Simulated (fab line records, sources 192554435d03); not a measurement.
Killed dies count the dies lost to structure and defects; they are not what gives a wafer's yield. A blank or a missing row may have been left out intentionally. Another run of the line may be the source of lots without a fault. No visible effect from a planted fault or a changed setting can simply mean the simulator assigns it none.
What tool caused it? / flow n5Finfet / 15 lots, 44 wafers sampled, at 7 steps of a route of 1938

## WHAT THE GAUGES SHOWED, per wafer
N5_SD_EPI_P_CD_MEAS_09: the cd target is 240 nm.
lot=L663; measured=day 3 03:52; on=cdSem-02; cdNm (nm)=240.5 240.6 240.3
lot=L664; measured=day 3 16:01; on=cdSem-02; cdNm (nm)=240.2 239.7 239.4
lot=L665; measured=day 3 17:13; on=cdSem-02; cdNm (nm)=239.3 239.6 238.7
lot=L666; measured=day 3 23:25; on=cdSem-01; cdNm (nm)=238.5 237.5 237.9
lot=L667; measured=day 4 04:53; on=cdSem-03; cdNm (nm)=238.9 239.5 239.9
lot=L668; measured=day 4 14:29; on=cdSem-01; cdNm (nm)=239.4 239.4 239.8
lot=L669; measured=day 4 21:05; on=cdSem-01; cdNm (nm)=239.9 240.3 240.5
lot=L671; measured=day 5 07:11; on=cdSem-01; cdNm (nm)=239.5 239.8 239.9
lot=L672; measured=day 5 12:22; on=cdSem-03; cdNm (nm)=239.7 239.6 238.6
lot=L673; measured=day 5 21:02; on=cdSem-01; cdNm (nm)=238.9 239.4
lot=L682; measured=day 8 00:33; on=cdSem-01; cdNm (nm)=239.7 240.0 239.4
lot=L683; measured=day 8 04:32; on=cdSem-03; cdNm (nm)=239.6 240.1 240.0
lot=L684; measured=day 8 12:49; on=cdSem-01; cdNm (nm)=238.9 238.3 239.8
lot=L685; measured=day 8 18:56; on=cdSem-03; cdNm (nm)=239.2 240.0 239.6
lot=L686; measured=day 9 04:01; on=cdSem-01; cdNm (nm)=241.2 240.7 240.3

N5_SD_EPI_P_EPI_MEAS_23.
lot=L663; measured=day 3 07:30; on=filmMetro-01; thkNm (nm)=60.5 61.4 59.6
lot=L664; measured=day 3 19:39; on=filmMetro-01; thkNm (nm)=60.9 60.9 60.8
lot=L665; measured=day 3 20:52; on=filmMetro-02; thkNm (nm)=60.1 60.1 61.0
lot=L666; measured=day 4 03:04; on=filmMetro-02; thkNm (nm)=63.0 61.2 60.6
lot=L667; measured=day 4 08:31; on=filmMetro-02; thkNm (nm)=60.1 62.5 60.5
lot=L668; measured=day 4 18:58; on=filmMetro-02; thkNm (nm)=61.2 59.9 62.1
lot=L669; measured=day 5 01:28; on=filmMetro-02; thkNm (nm)=61.8 59.5 61.4
lot=L671; measured=day 5 11:17; on=filmMetro-02; thkNm (nm)=63.0 74.6 62.0
lot=L672; measured=day 5 16:01; on=filmMetro-01; thkNm (nm)=74.3 70.8 61.1
lot=L673; measured=day 6 00:40; on=filmMetro-01; thkNm (nm)=74.2 73.5
lot=L682; measured=day 8 05:05; on=filmMetro-02; thkNm (nm)=61.5 59.7 60.7
lot=L683; measured=day 8 08:17; on=filmMetro-01; thkNm (nm)=62.2 62.5 62.1
lot=L684; measured=day 8 16:46; on=filmMetro-02; thkNm (nm)=61.0 60.6 60.8
lot=L685; measured=day 9 00:31; on=filmMetro-01; thkNm (nm)=61.4 62.8 58.8
lot=L686; measured=day 9 07:55; on=filmMetro-02; thkNm (nm)=61.9 61.0 60.4

N5_SD_ACTIVATION_RS_MEAS_03: a four-point-probe measurement.
lot=L663; measured=day 3 08:09; on=filmMetro-02; RS_SD_N (ohm/sq)=21.72 22.01 21.60; RS_SD_P (ohm/sq)=56.5 55.0 55.3
lot=L664; measured=day 3 20:22; on=filmMetro-01; RS_SD_N (ohm/sq)=21.59 21.71 21.46; RS_SD_P (ohm/sq)=56.4 56.0 55.6
lot=L665; measured=day 3 21:30; on=filmMetro-01; RS_SD_N (ohm/sq)=21.83 22.09 21.65; RS_SD_P (ohm/sq)=56.8 56.6 55.5
lot=L666; measured=day 4 04:10; on=filmMetro-02; RS_SD_N (ohm/sq)=21.86 21.18 21.43; RS_SD_P (ohm/sq)=55.7 56.0 56.2
lot=L667; measured=day 4 09:10; on=filmMetro-02; RS_SD_N (ohm/sq)=22.19 21.63 22.50; RS_SD_P (ohm/sq)=54.3 53.8 54.9
lot=L668; measured=day 4 19:46; on=filmMetro-01; RS_SD_N (ohm/sq)=21.69 22.01 21.95; RS_SD_P (ohm/sq)=56.3 56.3 56.5
lot=L669; measured=day 5 02:11; on=filmMetro-01; RS_SD_N (ohm/sq)=22.23 22.35 22.10; RS_SD_P (ohm/sq)=55.3 56.2 55.5
lot=L671; measured=day 5 11:53; on=filmMetro-01; RS_SD_N (ohm/sq)=22.36 22.66 22.25; RS_SD_P (ohm/sq)=55.3 46.6 55.8
lot=L672; measured=day 5 16:49; on=filmMetro-02; RS_SD_N (ohm/sq)=21.79 21.78 21.79; RS_SD_P (ohm/sq)=46.1 46.7 56.0
lot=L673; measured=day 6 01:19; on=filmMetro-02; RS_SD_N (ohm/sq)=22.33 21.99; RS_SD_P (ohm/sq)=46.7 46.6
lot=L682; measured=day 8 05:52; on=filmMetro-01; RS_SD_N (ohm/sq)=21.86 21.94 21.76; RS_SD_P (ohm/sq)=55.8 55.0 55.9
lot=L683; measured=day 8 08:57; on=filmMetro-02; RS_SD_N (ohm/sq)=21.95 22.00 21.76; RS_SD_P (ohm/sq)=55.6 55.5 55.5
lot=L684; measured=day 8 17:24; on=filmMetro-02; RS_SD_N (ohm/sq)=21.56 21.82 21.86; RS_SD_P (ohm/sq)=56.6 57.0 56.4
lot=L685; measured=day 9 01:07; on=filmMetro-01; RS_SD_N (ohm/sq)=22.26 22.00 21.72; RS_SD_P (ohm/sq)=56.0 56.5 56.1
lot=L686; measured=day 9 08:44; on=filmMetro-01; RS_SD_N (ohm/sq)=21.71 21.71 21.71; RS_SD_P (ohm/sq)=55.9 55.2 55.5

N5_BEOL_M4_RC_MEAS_101.
lot=L663; measured=day 7 12:20; on=prober-02; DIBL_N (mV/V)=36.5 35.7 34.8; DIBL_P (mV/V)=36.8 35.0 33.1; IOFF_N (nA/um)=0.164 0.142 0.129; IOFF_P (nA/um)=0.203 0.183 0.157; ION_N (uA/um)=671 672 667; ION_P (uA/um)=460 457 451; RS_SD_P (ohm/sq)=66.5 65.1 65.2; SS_N (mV/dec)=71.8 70.8 71.7; SS_P (mV/dec)=72.7 73.3 73.5; VT_N (mV)=246.1 247.2 250.9; VT_P (mV)=-251.8 -253.2 -255.5
lot=L664; measured=day 8 08:17; on=prober-01; DIBL_N (mV/V)=36.1 35.8 37.7; DIBL_P (mV/V)=35.6 36.2 38.1; IOFF_N (nA/um)=0.155 0.145 0.185; IOFF_P (nA/um)=0.203 0.211 0.249; ION_N (uA/um)=683 671 689; ION_P (uA/um)=462 461 471; RS_SD_P (ohm/sq)=65.4 65.9 65.9; SS_N (mV/dec)=71.5 70.9 71.6; SS_P (mV/dec)=72.9 72.7 73.9; VT_N (mV)=248.2 248.5 246.0; VT_P (mV)=-249.9 -250.4 -247.5
lot=L665; measured=day 8 12:03; on=prober-01; DIBL_N (mV/V)=36.8 37.7 36.8; DIBL_P (mV/V)=35.5 35.8 34.7; IOFF_N (nA/um)=0.161 0.174 0.162; IOFF_P (nA/um)=0.221 0.220 0.213; ION_N (uA/um)=675 674 664; ION_P (uA/um)=463 466 460; RS_SD_P (ohm/sq)=66.8 66.7 64.8; SS_N (mV/dec)=71.3 71.2 71.5; SS_P (mV/dec)=73.0 73.1 73.5; VT_N (mV)=250.1 250.3 248.5; VT_P (mV)=-248.8 -249.0 -247.3
lot=L666; measured=day 8 14:11; on=prober-02; DIBL_N (mV/V)=35.7 34.9 34.4; DIBL_P (mV/V)=34.7 33.4 33.8; IOFF_N (nA/um)=0.146 0.125 0.125; IOFF_P (nA/um)=0.190 0.172 0.180; ION_N (uA/um)=672 666 667; ION_P (uA/um)=463 457 464; RS_SD_P (ohm/sq)=66.1 65.4 66.7; SS_N (mV/dec)=71.5 70.9 71.1; SS_P (mV/dec)=72.8 72.9 72.9; VT_N (mV)=252.3 252.6 252.0; VT_P (mV)=-249.1 -253.1 -251.7
lot=L667; measured=day 8 17:25; on=prober-02; DIBL_N (mV/V)=35.5 34.8 36.0; DIBL_P (mV/V)=34.7 33.8 35.1; IOFF_N (nA/um)=0.126 0.121 0.137; IOFF_P (nA/um)=0.169 0.164 0.182; ION_N (uA/um)=658 664 672; ION_P (uA/um)=450 457 459; RS_SD_P (ohm/sq)=64.3 63.3 64.3; SS_N (mV/dec)=70.6 69.9 70.4; SS_P (mV/dec)=72.4 72.7 72.3; VT_N (mV)=250.9 252.8 252.8; VT_P (mV)=-255.3 -255.6 -254.5
lot=L668; measured=day 9 04:35; on=prober-02; DIBL_N (mV/V)=37.6 36.4 37.9; DIBL_P (mV/V)=36.7 36.1 37.3; IOFF_N (nA/um)=0.184 0.168 0.192; IOFF_P (nA/um)=0.262 0.241 0.272; ION_N (uA/um)=682 686 678; ION_P (uA/um)=471 468 465; RS_SD_P (ohm/sq)=65.8 66.4 65.7; SS_N (mV/dec)=71.5 71.5 71.8; SS_P (mV/dec)=73.2 73.4 73.4; VT_N (mV)=245.7 247.2 248.0; VT_P (mV)=-246.9 -244.0 -243.8
lot=L669; measured=day 9 12:39; on=prober-02; DIBL_N (mV/V)=36.5 37.4 37.1; DIBL_P (mV/V)=35.8 37.8 37.4; IOFF_N (nA/um)=0.158 0.188 0.198; IOFF_P (nA/um)=0.203 0.239 0.240; ION_N (uA/um)=669 675 683; ION_P (uA/um)=459 459 466; RS_SD_P (ohm/sq)=65.9 67.4 66.4; SS_N (mV/dec)=71.6 71.5 71.6; SS_P (mV/dec)=73.5 73.4 74.4; VT_N (mV)=249.0 248.5 248.4; VT_P (mV)=-249.5 -247.8 -247.9
lot=L671; measured=day 9 14:19; on=prober-02; DIBL_N (mV/V)=36.9 37.7 36.9; DIBL_P (mV/V)=34.3 35.4 34.6; IOFF_N (nA/um)=0.153 0.170 0.166; IOFF_P (nA/um)=0.203 0.244 0.202; ION_N (uA/um)=670 667 674; ION_P (uA/um)=467 469 459; RS_SD_P (ohm/sq)=64.6 54.2 65.0; SS_N (mV/dec)=71.5 71.7 71.5; SS_P (mV/dec)=73.2 72.8 72.8; VT_N (mV)=249.4 247.7 250.3; VT_P (mV)=-248.5 -244.6 -252.3
lot=L672; measured=day 9 20:49; on=prober-01; DIBL_N (mV/V)=33.8 35.2 34.6; DIBL_P (mV/V)=34.7 36.5 35.9; IOFF_N (nA/um)=0.146 0.172 0.155; IOFF_P (nA/um)=0.197 0.232 0.190; ION_N (uA/um)=678 687 675; ION_P (uA/um)=471 471 458; RS_SD_P (ohm/sq)=54.0 54.8 65.4; SS_N (mV/dec)=72.2 71.7 71.3; SS_P (mV/dec)=72.4 73.4 72.8; VT_N (mV)=247.6 244.4 248.9; VT_P (mV)=-250.3 -245.7 -251.1
lot=L673; measured=day 10 10:28; on=prober-01; DIBL_N (mV/V)=36.6 36.6; DIBL_P (mV/V)=36.5 37.1; IOFF_N (nA/um)=0.164 0.165; IOFF_P (nA/um)=0.229 0.232; ION_N (uA/um)=684 687; ION_P (uA/um)=472 474; RS_SD_P (ohm/sq)=55.0 55.0; SS_N (mV/dec)=71.7 71.4; SS_P (mV/dec)=72.9 73.7; VT_N (mV)=246.6 249.3; VT_P (mV)=-245.3 -243.4
lot=L682; measured=day 12 14:46; on=prober-01; DIBL_N (mV/V)=36.1 35.7 36.0; DIBL_P (mV/V)=35.0 34.4 35.0; IOFF_N (nA/um)=0.166 0.149 0.155; IOFF_P (nA/um)=0.211 0.200 0.201; ION_N (uA/um)=678 675 680; ION_P (uA/um)=459 460 468; RS_SD_P (ohm/sq)=65.3 66.2 65.5; SS_N (mV/dec)=71.1 71.5 71.2; SS_P (mV/dec)=72.2 72.8 72.9; VT_N (mV)=248.8 249.9 250.0; VT_P (mV)=-248.8 -248.3 -248.5
lot=L683; measured=day 12 14:43; on=prober-02; DIBL_N (mV/V)=36.8 38.2 37.9; DIBL_P (mV/V)=37.2 37.8 37.5; IOFF_N (nA/um)=0.177 0.200 0.186; IOFF_P (nA/um)=0.220 0.232 0.225; ION_N (uA/um)=679 688 680; ION_P (uA/um)=460 462 467; RS_SD_P (ohm/sq)=65.1 65.1 65.3; SS_N (mV/dec)=72.2 71.8 72.0; SS_P (mV/dec)=73.3 73.2 72.1; VT_N (mV)=249.4 247.3 247.4; VT_P (mV)=-250.5 -247.2 -249.5
lot=L684; measured=day 12 20:45; on=prober-02; DIBL_N (mV/V)=34.3 35.8 36.0; DIBL_P (mV/V)=35.7 36.9 37.6; IOFF_N (nA/um)=0.117 0.135 0.138; IOFF_P (nA/um)=0.192 0.214 0.222; ION_N (uA/um)=663 666 673; ION_P (uA/um)=461 463 467; RS_SD_P (ohm/sq)=66.2 67.9 66.6; SS_N (mV/dec)=71.9 71.0 71.6; SS_P (mV/dec)=72.9 73.7 73.1; VT_N (mV)=254.1 254.6 254.9; VT_P (mV)=-252.3 -249.9 -250.0
lot=L685; measured=day 13 06:17; on=prober-01; DIBL_N (mV/V)=35.6 36.1 36.0; DIBL_P (mV/V)=36.5 37.8 37.2; IOFF_N (nA/um)=0.161 0.182 0.166; IOFF_P (nA/um)=0.215 0.238 0.222; ION_N (uA/um)=666 681 677; ION_P (uA/um)=461 461 462; RS_SD_P (ohm/sq)=65.3 66.2 66.1; SS_N (mV/dec)=71.9 71.8 72.7; SS_P (mV/dec)=73.0 73.9 73.7; VT_N (mV)=249.0 246.7 248.1; VT_P (mV)=-250.2 -247.1 -251.9
lot=L686; measured=day 13 22:22; on=prober-01; DIBL_N (mV/V)=37.1 36.0 35.0; DIBL_P (mV/V)=36.4 35.6 34.3; IOFF_N (nA/um)=0.166 0.143 0.132; IOFF_P (nA/um)=0.217 0.202 0.178; ION_N (uA/um)=679 674 662; ION_P (uA/um)=465 463 457; RS_SD_P (ohm/sq)=65.5 65.0 65.0; SS_N (mV/dec)=71.8 71.9 71.6; SS_P (mV/dec)=73.3 73.1 73.4; VT_N (mV)=250.1 250.6 251.1; VT_P (mV)=-246.2 -248.4 -248.6

## EACH LOT AND THE TOOL THAT RAN IT (in order: tool; ch and the chambers of the sampled wafers; start)
lot=L663; N5_SD_EPI_P_ETCH_37=rieDiel-02 ch 0,3, day 3 04:02; N5_SD_EPI_P_EPI_21=epiRpcvd-01 ch 0, day 3 06:01; N5_ILD0_CMP_03=cmp-03 ch 0,3, day 3 10:52
lot=L664; N5_SD_EPI_P_ETCH_37=rieDiel-02 ch 0,1,3, day 3 16:12; N5_SD_EPI_P_EPI_21=epiRpcvd-01 ch 0, day 3 17:49; N5_ILD0_CMP_03=cmp-04 ch 0,2,3, day 3 23:32
lot=L665; N5_SD_EPI_P_ETCH_37=rieDiel-06 ch 1,3, day 3 17:24; N5_SD_EPI_P_EPI_21=epiRpcvd-02 ch 0, day 3 19:02; N5_ILD0_CMP_03=cmp-02 ch 0,1, day 4 00:35
lot=L666; N5_SD_EPI_P_ETCH_37=rieDiel-06 ch 0,1, day 3 23:36; N5_SD_EPI_P_EPI_21=epiRpcvd-02 ch 0, day 4 01:13; N5_ILD0_CMP_03=cmp-04 ch 0,1, day 4 06:54
lot=L667; N5_SD_EPI_P_ETCH_37=rieDiel-02 ch 0,1, day 4 05:04; N5_SD_EPI_P_EPI_21=epiRpcvd-04 ch 0, day 4 07:02; N5_ILD0_CMP_03=cmp-03 ch 0,2, day 4 11:53
lot=L668; N5_SD_EPI_P_ETCH_37=rieDiel-03 ch 0,2,3, day 4 14:40; N5_SD_EPI_P_EPI_21=epiRpcvd-02 ch 0, day 4 16:02; N5_ILD0_CMP_03=cmp-04 ch 0,2, day 4 22:50
lot=L669; N5_SD_EPI_P_ETCH_37=rieDiel-03 ch 1,2,3, day 4 22:00; N5_SD_EPI_P_EPI_21=epiRpcvd-02 ch 0, day 4 23:16; N5_ILD0_CMP_03=cmp-04 ch 0,2,3, day 5 04:56
lot=L671; N5_SD_EPI_P_ETCH_37=rieDiel-06 ch 0,2, day 5 07:48; N5_SD_EPI_P_EPI_21=epiRpcvd-02 ch 0, day 5 09:05; N5_ILD0_CMP_03=cmp-03 ch 0,1,3, day 5 15:03
lot=L672; N5_SD_EPI_P_ETCH_37=rieDiel-03 ch 2,3, day 5 12:33; N5_SD_EPI_P_EPI_21=epiRpcvd-02 ch 0, day 5 14:10; N5_ILD0_CMP_03=cmp-04 ch 0,1,3, day 5 19:36
lot=L673; N5_SD_EPI_P_ETCH_37=rieDiel-03 ch 1,2, day 5 21:13; N5_SD_EPI_P_EPI_21=epiRpcvd-02 ch 0, day 5 22:49; N5_ILD0_CMP_03=cmp-03 ch 0,3, day 6 04:05
lot=L682; N5_SD_EPI_P_ETCH_37=rieDiel-02 ch 2,3, day 8 00:46; N5_SD_EPI_P_EPI_21=epiRpcvd-01 ch 0, day 8 02:37; N5_ILD0_CMP_03=cmp-04 ch 0,3, day 8 08:34
lot=L683; N5_SD_EPI_P_ETCH_37=rieDiel-02 ch 1,2,3, day 8 04:43; N5_SD_EPI_P_EPI_21=epiRpcvd-04 ch 0, day 8 06:05; N5_ILD0_CMP_03=cmp-02 ch 0,1, day 8 11:51
lot=L684; N5_SD_EPI_P_ETCH_37=rieDiel-03 ch 0,2, day 8 13:19; N5_SD_EPI_P_EPI_21=epiRpcvd-01 ch 0, day 8 14:56; N5_ILD0_CMP_03=cmp-02 ch 0,1,2, day 8 20:20
lot=L685; N5_SD_EPI_P_ETCH_37=rieDiel-03 ch 0,1, day 8 20:13; N5_SD_EPI_P_EPI_21=epiRpcvd-02 ch 0, day 8 21:36; N5_ILD0_CMP_03=cmp-04 ch 0,1,3, day 9 03:55
lot=L686; N5_SD_EPI_P_ETCH_37=rieDiel-06 ch 0,3, day 9 04:28; N5_SD_EPI_P_EPI_21=epiRpcvd-04 ch 0, day 9 06:05; N5_ILD0_CMP_03=cmp-04 ch 1,2,3, day 9 12:35
- N5_SD_EPI_P_ETCH_37: etches SOC in N2/H2, overetch 108 nm, time 486 s.
- N5_SD_EPI_P_EPI_21: deposits SiGe:B, time 355 s.
- N5_ILD0_CMP_03: polishes, stops on SiNx, t overpolish 1.9 s, target thk 197.38 nm.

## WHAT THE TOOLS THEMSELVES READ (means of the sampled wafers that have a number; where no wafer has one, the mark that the record gives instead)
N5_SD_EPI_P_ETCH_37.
lot=L663; tool=rieDiel-02; biasW (W)=133.0; drypumpMotorCurrentA (A)=5.9; oesProductAu (a.u.)=0.74; rfVppV (V)=241.8; showerheadPlenumPTorr (Torr)=2.60; throttleValvePct (%)=23.5
lot=L664; tool=rieDiel-02; biasW (W)=133.2; drypumpMotorCurrentA (A)=5.9; oesProductAu (a.u.)=0.70; rfVppV (V)=240.6; showerheadPlenumPTorr (Torr)=2.59; throttleValvePct (%)=23.5
lot=L665; tool=rieDiel-06; biasW (W)=132.9; drypumpMotorCurrentA (A)=6.0; oesProductAu (a.u.)=0.66; rfVppV (V)=242.1; showerheadPlenumPTorr (Torr)=2.63; throttleValvePct (%)=23.7
lot=L666; tool=rieDiel-06; biasW (W)=132.8; drypumpMotorCurrentA (A)=6.1; oesProductAu (a.u.)=0.62; rfVppV (V)=240.8; showerheadPlenumPTorr (Torr)=2.54; throttleValvePct (%)=23.8
lot=L667; tool=rieDiel-02; biasW (W)=133.4; drypumpMotorCurrentA (A)=6.1; oesProductAu (a.u.)=0.75; rfVppV (V)=242.3; showerheadPlenumPTorr (Torr)=2.68; throttleValvePct (%)=23.4
lot=L668; tool=rieDiel-03; biasW (W)=133.1; drypumpMotorCurrentA (A)=5.8; oesProductAu (a.u.)=0.65; rfVppV (V)=240.6; showerheadPlenumPTorr (Torr)=2.49; throttleValvePct (%)=24.0
lot=L669; tool=rieDiel-03; biasW (W)=133.0; drypumpMotorCurrentA (A)=5.5; oesProductAu (a.u.)=0.68; rfVppV (V)=241.0; showerheadPlenumPTorr (Torr)=2.54; throttleValvePct (%)=24.2
lot=L671; tool=rieDiel-06; biasW (W)=133.1; drypumpMotorCurrentA (A)=5.5; oesProductAu (a.u.)=0.76; rfVppV (V)=240.4; showerheadPlenumPTorr (Torr)=2.56; throttleValvePct (%)=23.8
lot=L672; tool=rieDiel-03; biasW (W)=132.9; drypumpMotorCurrentA (A)=5.3; oesProductAu (a.u.)=0.65; rfVppV (V)=240.1; showerheadPlenumPTorr (Torr)=2.49; throttleValvePct (%)=24.1
lot=L673; tool=rieDiel-03; biasW (W)=133.1; drypumpMotorCurrentA (A)=5.6; oesProductAu (a.u.)=0.69; rfVppV (V)=241.2; showerheadPlenumPTorr (Torr)=2.56; throttleValvePct (%)=24.2
lot=L682; tool=rieDiel-02; biasW (W)=132.9; drypumpMotorCurrentA (A)=6.0; oesProductAu (a.u.)=0.73; rfVppV (V)=240.6; showerheadPlenumPTorr (Torr)=2.52; throttleValvePct (%)=24.0
lot=L683; tool=rieDiel-02; biasW (W)=132.9; drypumpMotorCurrentA (A)=6.0; oesProductAu (a.u.)=0.73; rfVppV (V)=241.1; showerheadPlenumPTorr (Torr)=2.59; throttleValvePct (%)=23.7
lot=L684; tool=rieDiel-03; biasW (W)=132.8; drypumpMotorCurrentA (A)=6.2; oesProductAu (a.u.)=0.76; rfVppV (V)=240.4; showerheadPlenumPTorr (Torr)=2.48; throttleValvePct (%)=23.9
lot=L685; tool=rieDiel-03; biasW (W)=132.8; drypumpMotorCurrentA (A)=6.4; oesProductAu (a.u.)=0.75; rfVppV (V)=240.7; showerheadPlenumPTorr (Torr)=2.54; throttleValvePct (%)=24.0
lot=L686; tool=rieDiel-06; biasW (W)=132.7; drypumpMotorCurrentA (A)=5.9; oesProductAu (a.u.)=0.65; rfVppV (V)=240.2; showerheadPlenumPTorr (Torr)=2.56; throttleValvePct (%)=23.9

N5_SD_EPI_P_EPI_21.
lot=L663; tool=epiRpcvd-01; susceptorTempC (C)=550.07; susceptor_temp_C_max=551.0
lot=L664; tool=epiRpcvd-01; susceptorTempC (C)=550.06; susceptor_temp_C_max=551.0
lot=L665; tool=epiRpcvd-02; susceptorTempC (C)=549.82; susceptor_temp_C_max=551.5
lot=L666; tool=epiRpcvd-02; susceptorTempC (C)=550.12; susceptor_temp_C_max=551.9
lot=L667; tool=epiRpcvd-04; susceptorTempC (C)=550.32; susceptor_temp_C_max=551.6
lot=L668; tool=epiRpcvd-02; susceptorTempC (C)=550.37; susceptor_temp_C_max=552.5
lot=L669; tool=epiRpcvd-02; susceptorTempC (C)=550.29; susceptor_temp_C_max=552.5
lot=L671; tool=epiRpcvd-02; susceptorTempC (C)=549.68; susceptor_temp_C_max=551.6
lot=L672; tool=epiRpcvd-02; susceptorTempC (C)=549.74; susceptor_temp_C_max=551.7
lot=L673; tool=epiRpcvd-02; susceptorTempC (C)=550.14; susceptor_temp_C_max=551.8
lot=L682; tool=epiRpcvd-01; susceptorTempC (C)=550.30; susceptor_temp_C_max=551.2
lot=L683; tool=epiRpcvd-04; susceptorTempC (C)=549.81; susceptor_temp_C_max=551.2
lot=L684; tool=epiRpcvd-01; susceptorTempC (C)=549.80; susceptor_temp_C_max=550.8
lot=L685; tool=epiRpcvd-02; susceptorTempC (C)=549.76; susceptor_temp_C_max=551.7
lot=L686; tool=epiRpcvd-04; susceptorTempC (C)=550.01; susceptor_temp_C_max=551.3

N5_ILD0_CMP_03.
lot=L663; tool=cmp-03; edgeZonePressureFrac=0.998; motorCurrentA (A)=12.4; overpolishRunS (s)=1.898; retainingRingPressureFrac=1.004; timeToEndpointS (s)=69
lot=L664; tool=cmp-04; edgeZonePressureFrac=1.002; motorCurrentA (A)=12.5; overpolishRunS (s)=1.905; retainingRingPressureFrac=0.998; timeToEndpointS (s)=69
lot=L665; tool=cmp-02; edgeZonePressureFrac=1.003; motorCurrentA (A)=12.6; overpolishRunS (s)=1.896; retainingRingPressureFrac=1.004; timeToEndpointS (s)=67
lot=L666; tool=cmp-04; edgeZonePressureFrac=1.003; motorCurrentA (A)=11.7; overpolishRunS (s)=1.899; retainingRingPressureFrac=1.002; timeToEndpointS (s)=70
lot=L667; tool=cmp-03; edgeZonePressureFrac=1.004; motorCurrentA (A)=12.4; overpolishRunS (s)=1.902; retainingRingPressureFrac=1.002; timeToEndpointS (s)=66
lot=L668; tool=cmp-04; edgeZonePressureFrac=1.003; motorCurrentA (A)=12.1; overpolishRunS (s)=1.906; retainingRingPressureFrac=1.001; timeToEndpointS (s)=65
lot=L669; tool=cmp-04; edgeZonePressureFrac=0.997; motorCurrentA (A)=12.3; overpolishRunS (s)=1.912; retainingRingPressureFrac=1.001; timeToEndpointS (s)=65
lot=L671; tool=cmp-03; edgeZonePressureFrac=0.998; motorCurrentA (A)=13.3; overpolishRunS (s)=1.908; retainingRingPressureFrac=0.999; timeToEndpointS (s)=66
lot=L672; tool=cmp-04; edgeZonePressureFrac=1.003; motorCurrentA (A)=12.0; overpolishRunS (s)=1.905; retainingRingPressureFrac=1.002; timeToEndpointS (s)=71
lot=L673; tool=cmp-03; edgeZonePressureFrac=1.000; motorCurrentA (A)=13.1; overpolishRunS (s)=1.906; retainingRingPressureFrac=0.999; timeToEndpointS (s)=64
lot=L682; tool=cmp-04; edgeZonePressureFrac=0.999; motorCurrentA (A)=11.5; overpolishRunS (s)=1.906; retainingRingPressureFrac=1.001; timeToEndpointS (s)=72
lot=L683; tool=cmp-02; edgeZonePressureFrac=0.999; motorCurrentA (A)=12.6; overpolishRunS (s)=1.893; retainingRingPressureFrac=1.001; timeToEndpointS (s)=68
lot=L684; tool=cmp-02; edgeZonePressureFrac=1.002; motorCurrentA (A)=12.3; overpolishRunS (s)=1.904; retainingRingPressureFrac=1.001; timeToEndpointS (s)=67
lot=L685; tool=cmp-04; edgeZonePressureFrac=1.002; motorCurrentA (A)=12.0; overpolishRunS (s)=1.901; retainingRingPressureFrac=1.005; timeToEndpointS (s)=71
lot=L686; tool=cmp-04; edgeZonePressureFrac=0.998; motorCurrentA (A)=12.8; overpolishRunS (s)=1.906; retainingRingPressureFrac=0.998; timeToEndpointS (s)=75

## THE ANSWER, worked out from the rows above alone
Rule: usual is defined by the lots themselves. The widest of any qualifying gaps counts: lots, ordered by their means at a reading, are off when they make up no more than a third of the lots, leave a main group of 4 or more, and stand apart from it by 3 or more times the standard deviation of that group's means. If all means in a main group match to the digits the tables above print for the reading, that group is not used. Also off: a lot with no number at a reading for which 4 or more lots have one. Any other lot the step has rows for is counted as sound. Order of review: gauges by route order, followed by the tools' own readings, for which a lot's mean as printed above is used. At the first step where some lot is off, the reading lying furthest off is the one used; lots without a number count as furthest.
Off at N5_SD_EPI_P_EPI_MEAS_23 (thkNm): L671, L672, L673. For the main group the mean is 61.0 nm and the standard deviation 0.48.
If a tool, at a process step before that reading, ran all the lots that are off and no sound lot after the first of them, it fits. Not tried: the gauges at N5_SD_EPI_P_EPI_MEAS_23; whatever is off there is also off at N5_BEOL_M4_RC_MEAS_101, on other tools, and gauge error can't account for it. Not one of the candidates tried fits.

## WHAT WAS PUT IN BY THE SIMULATOR
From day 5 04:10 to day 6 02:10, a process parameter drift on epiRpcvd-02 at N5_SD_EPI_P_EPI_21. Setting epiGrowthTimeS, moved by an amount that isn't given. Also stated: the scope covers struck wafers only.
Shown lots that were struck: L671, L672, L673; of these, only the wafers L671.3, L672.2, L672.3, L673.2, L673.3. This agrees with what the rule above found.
